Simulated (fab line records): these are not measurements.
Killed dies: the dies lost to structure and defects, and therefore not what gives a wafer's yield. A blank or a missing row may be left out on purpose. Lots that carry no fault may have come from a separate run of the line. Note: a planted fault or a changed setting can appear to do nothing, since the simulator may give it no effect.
Chamber matching / flow n5_finfet / rie_diel-04 running N5_BEOL_M3_ETCH_74: 4 sister chambers
The step etches underlayer in N2/H2, target depth 6.5 nm, time 5.2 s. 14 wafers are shown with their chamber, then 7 later ones without.

WAFERS PAIRED WITH THEIR CHAMBERS
wafer=L079.1; chamber=2; showerhead_plenum_p_Torr (Torr)=2.66; throttle_valve_pct (%)=18.11; drypump_motor_current_A (A)=5.2
wafer=L079.4; chamber=1; showerhead_plenum_p_Torr (Torr)=2.41; throttle_valve_pct (%)=18.16; drypump_motor_current_A (A)=6.3
wafer=L079.6; chamber=1; showerhead_plenum_p_Torr (Torr)=2.41; throttle_valve_pct (%)=18.16; drypump_motor_current_A (A)=6.2
wafer=L084.1; chamber=3; showerhead_plenum_p_Torr (Torr)=2.50; throttle_valve_pct (%)=18.09; drypump_motor_current_A (A)=5.7
wafer=L084.2; chamber=1; showerhead_plenum_p_Torr (Torr)=2.40; throttle_valve_pct (%)=18.19; drypump_motor_current_A (A)=6.3
wafer=L084.3; chamber=0; showerhead_plenum_p_Torr (Torr)=2.50; throttle_valve_pct (%)=17.57; drypump_motor_current_A (A)=5.8
wafer=L084.4; chamber=2; showerhead_plenum_p_Torr (Torr)=2.66; throttle_valve_pct (%)=18.11; drypump_motor_current_A (A)=5.3
wafer=L084.5; chamber=1; showerhead_plenum_p_Torr (Torr)=2.40; throttle_valve_pct (%)=18.18; drypump_motor_current_A (A)=6.3
wafer=L084.6; chamber=2; showerhead_plenum_p_Torr (Torr)=2.66; throttle_valve_pct (%)=18.11; drypump_motor_current_A (A)=5.2
wafer=L087.1; chamber=2; showerhead_plenum_p_Torr (Torr)=2.65; throttle_valve_pct (%)=18.14; drypump_motor_current_A (A)=5.3
wafer=L087.2; chamber=0; showerhead_plenum_p_Torr (Torr)=2.50; throttle_valve_pct (%)=17.62; drypump_motor_current_A (A)=5.8
wafer=L087.5; chamber=0; showerhead_plenum_p_Torr (Torr)=2.50; throttle_valve_pct (%)=17.60; drypump_motor_current_A (A)=5.8
wafer=L086.2; chamber=0; showerhead_plenum_p_Torr (Torr)=2.49; throttle_valve_pct (%)=17.60; drypump_motor_current_A (A)=5.8
wafer=L086.4; chamber=2; showerhead_plenum_p_Torr (Torr)=2.65; throttle_valve_pct (%)=18.14; drypump_motor_current_A (A)=5.3

SIGNATURES (means of the wafers above)
reading=showerhead_plenum_p_Torr; chamber 0=2.4975; chamber 1=2.4050; chamber 2=2.6560; chamber 3=2.5000; scatter within a chamber=0.00543
reading=throttle_valve_pct; chamber 0=17.5975; chamber 1=18.1725; chamber 2=18.1220; chamber 3=18.0900; scatter within a chamber=0.0174
reading=drypump_motor_current_A; chamber 0=5.800; chamber 1=6.275; chamber 2=5.260; chamber 3=5.700; scatter within a chamber=0.0442
Rule: a wafer's distance from a chamber is the root of the sum, over the readings, of the square of ((its reading less the chamber's mean) divided by the reading's scatter). If the next closest chamber is less than 2 further off than the closest, the wafer can't be placed; otherwise it belongs to the closest. The scatter: the root of (the sum of the squares of (reading less its chamber's mean) over the shown wafers, divided by (wafers less chambers)).

WAFERS WHOSE CHAMBER IS MISSING
wafer=L086.5; showerhead_plenum_p_Torr (Torr)=2.50; throttle_valve_pct (%)=18.14; drypump_motor_current_A (A)=5.7
wafer=L089.1; showerhead_plenum_p_Torr (Torr)=2.49; throttle_valve_pct (%)=17.63; drypump_motor_current_A (A)=5.8
wafer=L089.2; showerhead_plenum_p_Torr (Torr)=2.50; throttle_valve_pct (%)=18.13; drypump_motor_current_A (A)=5.6
wafer=L089.3; showerhead_plenum_p_Torr (Torr)=2.65; throttle_valve_pct (%)=18.15; drypump_motor_current_A (A)=5.3
wafer=L089.4; showerhead_plenum_p_Torr (Torr)=2.49; throttle_valve_pct (%)=17.60; drypump_motor_current_A (A)=5.8
wafer=L089.5; showerhead_plenum_p_Torr (Torr)=2.65; throttle_valve_pct (%)=18.11; drypump_motor_current_A (A)=5.2
wafer=L089.6; showerhead_plenum_p_Torr (Torr)=2.50; throttle_valve_pct (%)=18.14; drypump_motor_current_A (A)=5.7

CHAMBER TAKEN BY EACH
wafer=L086.5; from the rows above=3; in truth=3
wafer=L089.1; from the rows above=0; in truth=0
wafer=L089.2; from the rows above=3; in truth=3
wafer=L089.3; from the rows above=2; in truth=2
wafer=L089.4; from the rows above=0; in truth=0
wafer=L089.5; from the rows above=2; in truth=2
wafer=L089.6; from the rows above=3; in truth=3
Correctly placed: 7 of 7. Left unplaced by these rows: 0. Number placed wrongly: 0.
